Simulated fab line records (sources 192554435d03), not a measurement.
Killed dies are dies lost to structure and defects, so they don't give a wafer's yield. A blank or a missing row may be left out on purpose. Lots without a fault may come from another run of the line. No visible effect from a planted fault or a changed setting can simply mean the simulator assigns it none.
Lot-split experiment    flow n5-finfet    route with 1938 steps; 7 lots, 39 wafers read

SPLIT DETAILS
At N5_BEOL_M5_ILD_DEP_00 (deposits SiCOH lowk from DEMS/porogen, target thk 140.64 nm, time 25.9 s), the setting target-thk-a was moved away from the recipe's 1406.4 angstrom on 18 of the 39 wafers read, by -23.1% to +47.8%. For the rest of the wafers, this setting stayed at what the recipe calls for.

BETWEEN THE SPLIT AND THE READING: the file shows 1 step in between
- N5_BEOL_M5_CURE_79: cures SiCOH lowk, time 240 s

THE READING
At N5_BEOL_M5_THK_MEAS_01: M5_ILD_THK, given in nm. Fault-free wafers of this fab line usually give 121.2 nm, standard deviation 1.4 nm.

wafer   tool, chamber at the split  target-thk-a as run, angstrom  against the recipe  M5_ILD_THK, nm  against lot-mates on the recipe
L076.1  pecvd-02, 1                 1406.4                         recipe              119.3           -
L076.2  pecvd-02, 0,1               1081                           -23.1%              92.2            -27.8
L076.3  pecvd-02, 2                 1406.4                         recipe              118.8           -
L076.4  pecvd-02, 0                 1406.4                         recipe              121.9           -
L076.5  pecvd-02, 2                 1081                           -23.1%              93.7            -26.3
L076.6  pecvd-02, 0,1               1081                           -23.1%              92.2            -27.8
L084.1  pecvd-03, 2                 1406.4                         recipe              119.9           -
L084.4  pecvd-03, 2                 1406.4                         recipe              120.0           -
L084.5  pecvd-03, 0                 1406.4                         recipe              119.7           -
L085.1  pecvd-04, 1                 2078                           +47.8%              176.3           +55.7
L085.2  pecvd-04, 2                 1406.4                         recipe              120.4           -
L085.3  pecvd-04, 0                 2078                           +47.8%              176.2           +55.6
L085.4  pecvd-04, 1                 1406.4                         recipe              121.0           -
L085.5  pecvd-04, 2                 2078                           +47.8%              180.0           +59.4
L085.6  pecvd-04, 0                 1406.4                         recipe              120.4           -
L086.1  pecvd-03, 0                 1406.4                         recipe              120.9           -
L086.2  pecvd-03, 1,2               1797                           +27.8%              154.5           +31.7
L086.3  pecvd-03, 1,2               1797                           +27.8%              154.5           +31.7
L086.4  pecvd-03, 1                 1797                           +27.8%              156.8           +34.0
L086.5  pecvd-03, 0                 1406.4                         recipe              122.8           -
L086.6  pecvd-03, 2                 1406.4                         recipe              124.7           -
L087.1  pecvd-04, 1,0               1943                           +38.2%              165.8           +44.1
L087.2  pecvd-04, 2                 1943                           +38.2%              165.2           +43.5
L087.3  pecvd-04, 1,0               1943                           +38.2%              165.7           +44.0
L087.4  pecvd-04, 0                 1406.4                         recipe              122.6           -
L087.5  pecvd-04, 2                 1406.4                         recipe              122.0           -
L087.6  pecvd-04, 1                 1406.4                         recipe              120.4           -
L079.1  pecvd-02, 2                 1859                           +32.2%              160.0           +39.2
L079.2  pecvd-02, 1                 1406.4                         recipe              120.1           -
L079.3  pecvd-02, 0                 1406.4                         recipe              120.5           -
L079.4  pecvd-02, 1                 1859                           +32.2%              162.4           +41.6
L079.5  pecvd-02, 0                 1859                           +32.2%              160.7           +39.9
L079.6  pecvd-02, 2                 1406.4                         recipe              121.7           -
L094.1  pecvd-02, 1                 1159                           -17.6%              98.7            -23.5
L094.2  pecvd-02, 0                 1406.4                         recipe              122.2           -
L094.3  pecvd-02, 2                 1406.4                         recipe              121.3           -
L094.4  pecvd-02, 1                 1159                           -17.6%              101.0           -21.2
L094.5  pecvd-02, 2                 1159                           -17.6%              100.4           -21.8
L094.6  pecvd-02, 0                 1406.4                         recipe              123.0           -
The file does not say which wafer passed through which chamber wherever a row lists several chambers: such a row stands for several wafers.

FIT RESULTS
A straight line over all 39 wafers: M5_ILD_THK changes by +1.2 nm for each +1% of target-thk-a; r = +1.00; the points scatter about the line by 1.4 nm.
The same after taking each lot's own level away (the mean of its wafers on the recipe; 39 wafers): +1.19 nm for each +1%; r = +1.00; scatter 1.3 nm.
On that fit, the largest move of target-thk-a shifts the reading by 57 nm.
From 119.87 to 122.80 nm: that is the span of the lots' own levels, equal to 2.1 times the standard deviation above.
Consequently the slope shifts little with the lot-to-lot level, the two slopes agreeing.
Check: for one of the wafers moved furthest among these (+47.8%), held out of the fit, the line's prediction against its lot-mates is +57 nm. It came out at +55.7 nm against them.

ADDITIONAL SPLITS CARRIED BY THESE WAFERS
Other splits were also applied to these wafers ahead of the reading. Each is held against what the fit with the lots' levels taken away leaves over:
other split on the same wafers           wafers away from the commonest value  r with M5_ILD_THK (lot level and that fit taken away)
N5_DUMMY_GATE_ETCH_32 time-s             12                                    +0.11
N5_MOL_CONTACT_COAG_ETCHBACK_134 time-s  18                                    -0.15

THE WHOLE CHAIN: every reading that the file lists as answering this split, in the file's order
step                    what it does                                                              reading                                                                                   change (the file's fit)               r (the file's)
N5_BEOL_M5_ILD_DEP_00   deposits SiCOH lowk from DEMS/porogen, target thk 140.64 nm, time 25.9 s  SiCOH_lowk_of_BEOL_M5_ILD_DEP_00.thk-nm (the simulator's own value, which no gauge read)  +1.37 nm for each +1% of the setting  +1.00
N5_BEOL_M5_CURE_79      cures SiCOH lowk, time 240 s                                              SiCOH_lowk_of_BEOL_M5_ILD_DEP_00.thk-nm (the simulator's own value, which no gauge read)  +1.19 nm for each +1% of the setting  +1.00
N5_BEOL_M5_THK_MEAS_01                                                                            M5_ILD_THK                                                                                +1.19 for each +1% of the setting     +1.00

THE FILE'S OWN FIT
M5_ILD_THK changes by +1.19 nm for each +1% of target-thk-a, r = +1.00.
